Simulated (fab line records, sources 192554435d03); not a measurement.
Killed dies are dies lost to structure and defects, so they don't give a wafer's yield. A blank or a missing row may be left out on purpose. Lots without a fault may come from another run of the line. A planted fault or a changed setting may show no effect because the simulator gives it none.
Chamber matching | flow n5_finfet | N5_BEOL_M8_ETCH_65 on rie_diel-06: 4 sister chambers
The step etches SiARC in CF4, target depth 15.6 nm, time 26 s. 8 wafers are shown with their chamber, then 12 later ones without.

WAFERS WITH THEIR CHAMBER
wafer  | chamber | showerhead_plenum_p_Torr (Torr) | drypump_motor_current_A (A)
L085.2 | 0       | 2.26                            | 5.3
L085.5 | 2       | 2.25                            | 5.4
L087.3 | 1       | 2.05                            | 6.6
L087.4 | 0       | 2.25                            | 5.3
L087.6 | 1       | 2.05                            | 6.6
L089.4 | 3       | 2.23                            | 5.2
L089.5 | 3       | 2.23                            | 5.1
L089.6 | 2       | 2.24                            | 5.4

WAFERS WITHOUT THEIR CHAMBER
wafer  | showerhead_plenum_p_Torr (Torr) | drypump_motor_current_A (A)
L092.1 | 2.25                            | 5.3
L092.3 | 2.05                            | 6.7
L092.6 | 2.25                            | 5.3
L096.1 | 2.05                            | 6.7
L096.2 | 2.24                            | 5.4
L096.3 | 2.23                            | 5.1
L096.4 | 2.25                            | 5.3
L096.5 | 2.05                            | 6.7
L096.6 | 2.24                            | 5.4
L097.1 | 2.23                            | 5.1
L097.3 | 2.25                            | 5.3
L097.5 | 2.24                            | 5.4

WHICH CHAMBER EACH WENT THROUGH
wafer  | from the rows above | in truth
L092.1 | 0                   | 0
L092.3 | 1                   | 1
L092.6 | 0                   | 0
L096.1 | 1                   | 1
L096.2 | 2                   | 2
L096.3 | 3                   | 3
L096.4 | 0                   | 0
L096.5 | 1                   | 1
L096.6 | 2                   | 2
L097.1 | 3                   | 3
L097.3 | 0                   | 0
L097.5 | 2                   | 2
Placed correctly: 12 of 12. Can't be placed from these rows: 0. Placed wrongly: 0.
How it was worked out, from the rows above alone: a wafer's distance from a chamber is the root of the sum, over the readings, of the square of ((its reading less the chamber's mean) divided by the reading's scatter). The wafer belongs to the nearest chamber; if the next one is less than 2 further off, it can't be placed. A chamber's mean is the mean of its shown wafers. The scatter: the root of (the sum of the squares of (reading less its chamber's mean) over the shown wafers, divided by (wafers less chambers)).
